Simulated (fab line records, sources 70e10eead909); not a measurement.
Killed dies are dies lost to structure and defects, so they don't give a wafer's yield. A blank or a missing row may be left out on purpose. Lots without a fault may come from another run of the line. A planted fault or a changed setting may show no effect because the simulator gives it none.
Which tool did it? | flow nand_harc | 12 lots, 36 wafers sampled, at 5 steps of a route of 1159

WHAT THE GAUGES READ, wafer by wafer
NHARC_A_BONDPAD_THK_MEAS_30: measures by ellipsometry.
lot  | measured     | on            | thk_nm (nm)
L608 | day 17 19:28 | film_metro-02 | 202.2 200.2 203.6
L611 | day 18 09:18 | film_metro-02 | 202.0 200.9 202.0
L609 | day 18 09:36 | film_metro-01 | 199.5 204.2 198.4
L610 | day 18 10:15 | film_metro-01 | 201.7 197.3 202.2
L613 | day 18 14:49 | film_metro-01 | 202.2 200.8 202.4
L612 | day 19 13:59 | film_metro-01 | 203.1 201.8 199.9
L617 | day 19 20:04 | film_metro-02 | 201.9 203.6 201.3
L616 | day 19 21:35 | film_metro-01 | 200.0 200.8 201.1
L619 | day 20 09:59 | film_metro-01 | 198.2 198.7 200.1
L618 | day 20 11:04 | film_metro-01 | 198.6 200.6 198.7
L621 | day 20 19:13 | film_metro-01 | 201.6 200.3 203.9
L620 | day 21 03:31 | film_metro-01 | 200.0 199.4 201.1

NHARC_END_SORT_01.
lot  | measured     | on        | defect_limited_yield (%) | killed_at_array | killed_at_other | killed_at_periphery | killed_dies | killed_open | killed_short | sort_bin_2_pct (%) | sort_bin_3_pct (%) | sort_bin_4_pct (%) | sort_n_pass | sort_rim_yield_pct (%) | sort_yield_pct (%)
L608 | day 19 04:53 | prober-02 | 97.0 97.8 96.9           | 16 13 14        | 1 0 0           | 3 2 7               | 20 15 21    | 4 2 6       | 2 4 2        | 0.6 0 1.3          | 0.59 0.15 0        | 1.8 2.1 1.8        | 657 662 656 | 96.2 94.3 93.4         | 97.0 97.8 96.9
L619 | day 21 18:23 | prober-01 | 93.6 93.8 94.8           | 39 36 34        | 1 0 0           | 3 6 1               | 43 42 35    | 1 6 3       | 2 3 2        | 1.3 1.9 1.5        | 0.59 0.30 0.30     | 4.4 4.0 3.4        | 634 635 642 | 96.2 95.3 99.1         | 93.6 93.8 94.8
L621 | day 22 03:00 | prober-01 | 94.1 93.4 93.9           | 36 38 36        | 0 0 0           | 4 7 5               | 40 45 41    | 6 2 6       | 4 4 0        | 1.8 1.6 1.5        | 0.15 0.74 0.15     | 4.0 4.3 4.4        | 637 632 636 | 96.2 96.2 95.3         | 94.1 93.4 93.9

WHICH TOOL RAN EACH LOT (tool, then ch and the chambers of the sampled wafers, then the start)
lot  | NHARC_A_BONDPAD_STRIP_15           | NHARC_A_BONDPAD_PRE_CLEAN_26            | NHARC_A_BONDPAD_CMP_19
L608 | rie_diel-12 ch 0,3, day 17 20:38   | pvd_sputter-01, day 17 22:17 or earlier | cmp-04 ch 0,1,3, day 17 22:17
L611 | rie_diel-09 ch 2,3, day 18 10:28   | pvd_sputter-02, day 18 12:08 or earlier | cmp-04 ch 1,2, day 18 12:08
L609 | rie_diel-09 ch 2,3, day 18 10:47   | pvd_sputter-03, day 18 12:26 or earlier | cmp-03 ch 0,1,3, day 18 12:26
L610 | rie_diel-09 ch 2,3, day 18 11:25   | pvd_sputter-01, day 18 13:12 or earlier | cmp-01 ch 0,3, day 18 13:12
L613 | rie_diel-12 ch 0,3, day 18 15:51   | pvd_sputter-02, day 18 17:29 or earlier | cmp-04 ch 1,3, day 18 17:29
L612 | rie_diel-09 ch 1,2, day 19 15:12   | pvd_sputter-01, day 19 16:53 or earlier | cmp-04 ch 1,2, day 19 16:53
L617 | rie_diel-09 ch 2,3, day 19 21:14   | pvd_sputter-02, day 19 23:04 or earlier | cmp-03 ch 0,1,2, day 19 23:04
L616 | rie_diel-09 ch 0,1,3, day 19 22:38 | pvd_sputter-02, day 20 00:23 or earlier | cmp-04 ch 0,1,3, day 20 00:23
L619 | rie_diel-09 ch 0,2,3, day 20 11:12 | pvd_sputter-02, day 20 13:34 or earlier | cmp-04 ch 0,1,2, day 20 13:34
L618 | rie_diel-09 ch 1,3, day 20 12:14   | pvd_sputter-01, day 20 13:55 or earlier | cmp-04 ch 1,2, day 20 13:55
L621 | rie_diel-09 ch 0,2, day 20 20:23   | pvd_sputter-03, day 20 22:05 or earlier | cmp-03 ch 0,2, day 20 22:05
L620 | rie_diel-09 ch 0,1,2, day 21 04:41 | pvd_sputter-02, day 21 06:22 or earlier | cmp-03 ch 0,1,2, day 21 06:22
- NHARC_A_BONDPAD_STRIP_15: strips in O2.
- NHARC_A_BONDPAD_PRE_CLEAN_26: time 30 s.
- NHARC_A_BONDPAD_CMP_19: polishes, t overpolish 30 s, cu recess touch 16 s, target thk 169.8 nm.

WHAT THE TOOLS THEMSELVES READ (means of the sampled wafers that have a number; where no wafer has one, the mark that the record gives instead)
NHARC_A_BONDPAD_STRIP_15.
lot  | tool        | chamber_pressure_mTorr (mTorr) | drypump_motor_current_A (A) | oes_product_au (a.u.) | rf_vpp_V (V) | showerhead_plenum_p_Torr (Torr) | throttle_valve_pct (%)
L608 | rie_diel-12 | 59.98                          | 6.0                         | 0.998                 | 56.8         | 3.42                            | 17.041
L611 | rie_diel-09 | 59.96                          | 5.2                         | 0.995                 | 56.8         | 3.41                            | 17.051
L609 | rie_diel-09 | 60.08                          | 5.4                         | 1.001                 | 57.4         | 3.49                            | 17.036
L610 | rie_diel-09 | 59.96                          | 5.3                         | 1.004                 | 57.7         | 3.41                            | 17.036
L613 | rie_diel-12 | 59.98                          | 5.7                         | 0.994                 | 56.7         | 3.46                            | 17.029
L612 | rie_diel-09 | 60.03                          | 5.4                         | 0.991                 | 57.7         | 3.41                            | 17.035
L617 | rie_diel-09 | 59.97                          | 5.3                         | 1.001                 | 57.0         | 3.41                            | 17.047
L616 | rie_diel-09 | 60.02                          | 5.3                         | 1.001                 | 57.0         | 3.37                            | 17.035
L619 | rie_diel-09 | 60.02                          | 5.4                         | 1.011                 | 56.9         | 3.44                            | 17.033
L618 | rie_diel-09 | 60.00                          | 5.2                         | 0.990                 | 57.1         | 3.34                            | 17.035
L621 | rie_diel-09 | 56.01                          | 5.6                         | 1.013                 | 57.1         | 3.47                            | 17.036
L620 | rie_diel-09 | 58.01                          | 5.5                         | 0.997                 | 57.8         | 3.44                            | 17.025

NHARC_A_BONDPAD_PRE_CLEAN_26.
lot  | tool           | heater_power_w (W) | susceptor_temp_C (C)
L608 | pvd_sputter-01 | 396                | 279.91
L611 | pvd_sputter-02 | 407                | 280.12
L609 | pvd_sputter-03 | 393                | 279.94
L610 | pvd_sputter-01 | 401                | 280.31
L613 | pvd_sputter-02 | 391                | 279.93
L612 | pvd_sputter-01 | 340                | 279.87
L617 | pvd_sputter-02 | 424                | 280.12
L616 | pvd_sputter-02 | 434                | 280.00
L619 | pvd_sputter-02 | 436                | -
L618 | pvd_sputter-01 | 384                | 280.18
L621 | pvd_sputter-03 | 382                | 279.86
L620 | pvd_sputter-02 | 439                | 280.03

NHARC_A_BONDPAD_CMP_19.
lot  | tool   | motor_current_A (A) | overpolish_run_s (s)
L608 | cmp-04 | 10.8                | 29.992
L611 | cmp-04 | 9.9                 | 29.994
L609 | cmp-03 | 12.4                | 30.004
L610 | cmp-01 | 13.5                | 30.011
L613 | cmp-04 | 10.3                | 29.993
L612 | cmp-04 | 9.8                 | 30.000
L617 | cmp-03 | 13.4                | 30.005
L616 | cmp-04 | 10.9                | 30.009
L619 | cmp-04 | 11.1                | 30.001
L618 | cmp-04 | 10.2                | 30.010
L621 | cmp-03 | 13.1                | 30.006
L620 | cmp-03 | 12.9                | 30.015

THE ANSWER, worked out from the rows above alone
Rule: what is usual is taken from the lots themselves. Put in order of their means at a reading, lots are off if they are a third of the lots or fewer, leave a main group of 4 or more, and stand apart from it by a gap of 3 or more times the standard deviation of the main group's means; of several such gaps the widest counts. A main group whose means are all the same, to the digits that the tables above print for the reading, isn't used. A lot without any number at a reading at which 4 lots or more have one is off too. The other lots that the step has rows for count as sound. The gauges are gone through in route order, then the tools' own readings, and for those a lot's mean is taken as printed above. The first step at which some lot is off is used, and at that step the reading that is off furthest; a lot without a number counts as furthest.
Off: L621, L620, at NHARC_A_BONDPAD_STRIP_15 (chamber_pressure_mTorr). The main group: mean 60.00 mTorr, standard deviation 0.036.
A tool fits if, at that step or a process step before it, it ran every lot that is off, and no sound lot after the first of them. One fits: rie_diel-09 at NHARC_A_BONDPAD_STRIP_15. Its last sound lot is L618 (day 20 12:14), its first lot that is off L621 (day 20 20:23): a fault that began between those two fits.
The tool's own readings at NHARC_A_BONDPAD_STRIP_15 bear it out: on the lots that are off they differ by more than 5 times the standard deviation of the sound lots' means. chamber_pressure_mTorr reads 57.01 mTorr there against 60.00 mTorr on the sound lots.

WHAT THE SIMULATOR HAD PUT IN
Process parameter drift: rie_diel-09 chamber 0, from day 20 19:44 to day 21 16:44, at NHARC_A_BONDPAD_STRIP_15. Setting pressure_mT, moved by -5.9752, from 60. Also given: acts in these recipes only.
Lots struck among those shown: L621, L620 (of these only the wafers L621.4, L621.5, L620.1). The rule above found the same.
